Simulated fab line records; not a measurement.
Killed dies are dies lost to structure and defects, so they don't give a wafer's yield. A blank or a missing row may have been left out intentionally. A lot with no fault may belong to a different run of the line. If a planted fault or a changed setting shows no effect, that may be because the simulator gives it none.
Struck lot and sound lot, side by side	flow n5Finfet	37 steps out of a route of 1938
Sound: wafers L446.1, L446.2, L446.6. Struck: wafer L432.2. (L432.3, L432.6 of the same lot were not struck and are left out.) The cause comes at the end.
Each step with rows lists, per side, the tool, then ch with its chambers, then its first start. Under that, the readings that differ: sound wafers	struck wafers	difference of the means	sigmas: that difference in standard deviations of wafers without a fault.
alike: readings whose means differ by less than 2 such deviations, and words and numbers that are the same on both sides. not compared: withheld readings, readings that some wafer has no value for, bounds like >300 that may hide the same value, and numbers for which the record gives no deviation and whose values overlap.
The two part at a step that has a row with sigmas, a row that says differs or no value, or rows on one side only. Numbers that have no deviation but don't overlap get no sigmas and don't part them. A reading missing from all wafers of one side parts the sides only when that side holds two or more wafers.

first, 8 steps without rows for these wafers: N5_MOL_CONTACT_COAG_SRD_139 (time 30 s); N5_MOL_CONTACT_COAG_PRE_CLEAN_121; N5_MOL_CONTACT_COAG_CVD_140 (deposits W, target thk 66.5 nm, time 215 s); N5_MOL_CONTACT_COAG_PRECLEAN_127 (cleans in DIW, time 57.5 s); N5_MOL_CONTACT_COAG_SRD_128 (dry time 32 s); N5_MOL_CONTACT_COAG_CMP_52 (polishes, stops on SiO2, t overpolish 1.5 s, target thk 66.5 nm); N5_MOL_CONTACT_COAG_ANNEAL_112 (time 1800 s); N5_BEOL_M0_SAQP_PECVD_00 (deposits SiCN from 3MS/NH3, target thk 8 nm, time 14 s).
N5_BEOL_M0_SAQP_ILD_DEP_01: deposits SiOC from DEMS/O2, target thk 45.419 nm, time 8.7 s.
  sound on pecvd-02 ch 0,1,2, day 10 13:41; struck on pecvd-01 ch 2, day 7 00:50
reading	sound	struck	difference	sigmas
model.SiOC_of_BEOL_M0_SAQP_ILD_DEP_01.thkNm (nm)	44.6 44.8 45.8	47.6	+2.5	
  alike: heaterPowerW, showerheadPlenumPTorr, throttleValvePct
then, 25 steps without rows for these wafers: N5_BEOL_M0_SAQP_HM_DEP_02 (deposits TiN, target thk 12 nm); N5_BEOL_M0_SAQP_PECVD_03 (deposits SiCN from 3MS/NH3, target thk 12 nm, time 21.1 s); N5_BEOL_M0_SAQP_PECVD_96 (deposits a-Si from SiH4/He, target thk 45 nm, time 45.2 s); N5_BEOL_M0_SAQP_PECVD_97 (deposits SiNx from SiH4/NH3/N2, target thk 23 nm, time 19.9 s); N5_BEOL_M0_SAQP_PECVD_04 (deposits a-Si from SiH4/He, target thk 60 nm, time 60.2 s); N5_BEOL_M0_SAQP_HM_DEP_111 (deposits SiO2 from SiH4/N2O, target thk 12 nm, time 7.2 s); N5_BEOL_M0_SAQP_COAT_81 (time 60 s, resist thk 100 nm); N5_BEOL_M0_SAQP_COAT_82 (time 60 s, resist thk 30 nm); N5_BEOL_M0_SAQP_COAT_08 (resist thk 90 nm); N5_BEOL_M0_SAQP_EBR_10; N5_BEOL_M0_SAQP_SOFTBAKE_09 (time 60 s); N5_BEOL_M0_SAQP_EXPOSE_11 (exposes mask M0 CORE, target cd 42 nm); N5_BEOL_M0_SAQP_PEB_12 (peb time 60 s); N5_BEOL_M0_SAQP_DEVELOP_13 (develop time 30 s); N5_BEOL_M0_SAQP_DESCUM_19 (chemistry O2, time 7.9 s); N5_BEOL_M0_SAQP_ETCH_83 (etches SiARC in CF4, target depth 39 nm, time 65 s); N5_BEOL_M0_SAQP_ETCH_84 (etches SOC in N2/H2, target depth 100 nm, overetch 20 nm, time 150 s); N5_BEOL_M0_SAQP_STRIP_80 (strips in N2/H2); N5_BEOL_M0_SAQP_HM_OPEN_112 (chemistry CHF3/O2, target SiO2, stops on a-Si, target depth 12 nm, time 13.5 s); N5_BEOL_M0_SAQP_STRIP_113 (strips in CHF3/O2); N5_BEOL_M0_SAQP_MANDREL_ETCH_20 (etches a-Si in HBr/Cl2, stops on SiNx, target depth 60 nm, bt time 10 s, time 30 s); N5_BEOL_M0_SAQP_STRIP_86 (strips in N2/H2); N5_BEOL_M0_SAQP_STRIP_115 (strips in post etch residue remover, time 60 s); N5_BEOL_M0_SAQP_SRD_93 (time 30 s); N5_BEOL_M0_SAQP_RECESS_114 (chemistry HF/NH3, target SiO2, target depth 14.4 nm, afs cycles 3, sublimation time 60 s).
N5_BEOL_M0_CMP_120: polishes, stops on SiOC, t overpolish 6.9 s.
  sound on cmp-01 ch 0,1,2, day 11 01:25; struck on cmp-02 ch 1, day 7 12:47
reading	sound	struck	difference	sigmas
model.SiOC_of_BEOL_M0_SAQP_ILD_DEP_01.thkNm (nm)	38.6 38.6 39.6	41.4	+2.5	
  alike: barrierFieldEndpointS, motorCurrentA, overpolishRunS, platenRpm, slurryFilterDpKPa, slurryFlowMlMin, timeToEndpointS
N5_BEOL_M4_RC_MEAS_101:
  sound on prober-02 ch 0, day 12 18:56; struck on prober-02 ch 0, day 9 11:54
reading	sound	struck	difference	sigmas
SS_P (mV/dec)	73.4 73.2 73.8	71.7	-1.8	-3
  alike: DIBL_N, DIBL_P, IOFF_N, IOFF_P, ION_N, ION_P, SS_N, VT_N, VT_P
N5_PASSIVATION_PROBE_49:
  rows exist in the record for the sound wafers here (prober-02, day 17 01:55), none for the struck ones

## WHERE THEY PART
Last at N5_PASSIVATION_PROBE_49 as far as this record goes, first at N5_BEOL_M4_RC_MEAS_101.

WHY: whatever the simulator had introduced
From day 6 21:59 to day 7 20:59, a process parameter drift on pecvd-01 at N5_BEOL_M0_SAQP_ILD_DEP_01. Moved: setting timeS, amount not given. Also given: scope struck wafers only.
